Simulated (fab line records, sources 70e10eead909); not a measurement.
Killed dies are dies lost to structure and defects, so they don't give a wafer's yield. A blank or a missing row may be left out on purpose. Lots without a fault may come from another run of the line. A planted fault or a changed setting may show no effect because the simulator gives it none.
Problem report in the 8D (eight disciplines) form, filled by code | flow nand_harc | the parts of the form that need people (team, actions taken, sign-off) are left out

1. THE PROBLEM
sort_bin_2_pct at NHARC_END_SORT_01 reads a mean of 36.3 % on 6 wafers of 2 lots; wafers without a fault read 1.5 % with a standard deviation of 0.61. That is +57 standard deviations from the usual mean.
First seen on wafer L869.1, day 20 01:16, on prober-02. The record holds 7 wafers of 3 lots with a number at this step. Rule for "out", or "out of limits": more than 4 standard deviations from the usual mean. The other wafers with a number count as sound.

2. WHAT IT IS AND WHAT IT IS NOT
question                    | is                                                                                                                                                  | is not
which readings at this step | sort_bin_2_pct, defect_limited_yield, killed_at_array, killed_dies, sort_bin_3_pct, sort_bin_4_pct, sort_n_pass, sort_rim_yield_pct, sort_yield_pct | killed_at_other, killed_at_periphery, killed_open, killed_short
which lots                  | L868, L869                                                                                                                                          | L873
which wafers of those lots  | all that have a number                                                                                                                              | -
read on which gauges        | prober-01, prober-02                                                                                                                                | -
when                        | from day 20 01:16                                                                                                                                   | up to then (0 sound wafers); but 1 sound wafer of L873 came after

3. SUSPECTS, AND WHAT RULES EACH OUT
Counting: a tool at a process step up to the reading stays a suspect if it ran every lot that is out and no sound lot after the first of them.
- the gauge at NHARC_END_SORT_01: ruled out. The wafers that are out were read on 2 gauges (prober-01, prober-02).
- ecd_cu-02 at NHARC_A_M1_ECD_22 (material Cu, target thk 400 nm): kept. It ran every lot that is out, first L868 (day 18 11:16), and no sound lot after that.
- rie_diel-03 at NHARC_THIN_TSV_ETCH_44 (etches the open film in CF4/O2, target depth 1594.2 nm, time 797.1 s): ruled out as a lasting fault. Sound lots L873 ran on it after its first lot that is out, L868 (day 19 10:53).
- pvd_sputter-01 at NHARC_THIN_TSV_PRE_CLEAN_50 (time 30 s): kept. It ran every lot that is out, first L868 (day 19 15:25), and no sound lot after that. NHARC_THIN_TSV_PRE_CLEAN_50 gives no start for some lots, so the hours and the order of its lots are those of NHARC_THIN_TSV_PRE_CLEAN_54.
- pvd_sputter-03 at NHARC_THIN_TSV_PRE_CLEAN_54 (time 30 s): kept. It ran every lot that is out, first L868 (day 19 15:25), and no sound lot after that.
Left after counting: ecd_cu-02 at NHARC_A_M1_ECD_22, pvd_sputter-01 at NHARC_THIN_TSV_PRE_CLEAN_50, pvd_sputter-03 at NHARC_THIN_TSV_PRE_CLEAN_54.

4. THE CAUSE (what the simulator had put in)
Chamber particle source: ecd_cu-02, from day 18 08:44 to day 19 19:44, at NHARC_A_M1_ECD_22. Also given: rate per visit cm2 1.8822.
Counting left 3 suspects, and this tool is among them.

5. THE CHAIN OF EFFECTS, in route order
Each row: a reading whose mean over the struck wafers that have a number lies more than 3 standard deviations from the usual. Only readings for which the record gives a usual standard deviation are gone through. hours: the time from each lot's start at the first step in this table that gives one to its start at this step, as a median over the lots. sigmas: the change in usual standard deviations.
hours | step              | reading              | usual  | on struck wafers | change | sigmas
0     | NHARC_END_SORT_01 | defect_limited_yield | 95.3 % | 17.4             | -77.8  | -52
0     | NHARC_END_SORT_01 | killed_at_array      | 28     | 556              | +528   | +53
0     | NHARC_END_SORT_01 | killed_dies          | 32     | 559              | +527   | +53
0     | NHARC_END_SORT_01 | sort_bin_2_pct       | 1.5 %  | 36.3             | +34.8  | +57
0     | NHARC_END_SORT_01 | sort_bin_3_pct       | 0.27 % | 9.01             | +8.74  | +44
0     | NHARC_END_SORT_01 | sort_bin_4_pct       | 3.0 %  | 37.3             | +34.3  | +34
0     | NHARC_END_SORT_01 | sort_n_pass          | 645    | 118              | -527   | -53
0     | NHARC_END_SORT_01 | sort_rim_yield_pct   | 97.3 % | 17.1             | -80.2  | -42
0     | NHARC_END_SORT_01 | sort_yield_pct       | 95.3 % | 17.4             | -77.8  | -52

6. WHAT WOULD HAVE CAUGHT IT SOONER
In this record the first reading out of limits at a measuring or inspecting step was taken at day 20 01:16, 41 hours after the fault began at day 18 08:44.
All the lots that are out (2) had begun NHARC_A_M1_ECD_22 on ecd_cu-02 by day 20 01:16. A hold on the tool at that time would have spared none of them.
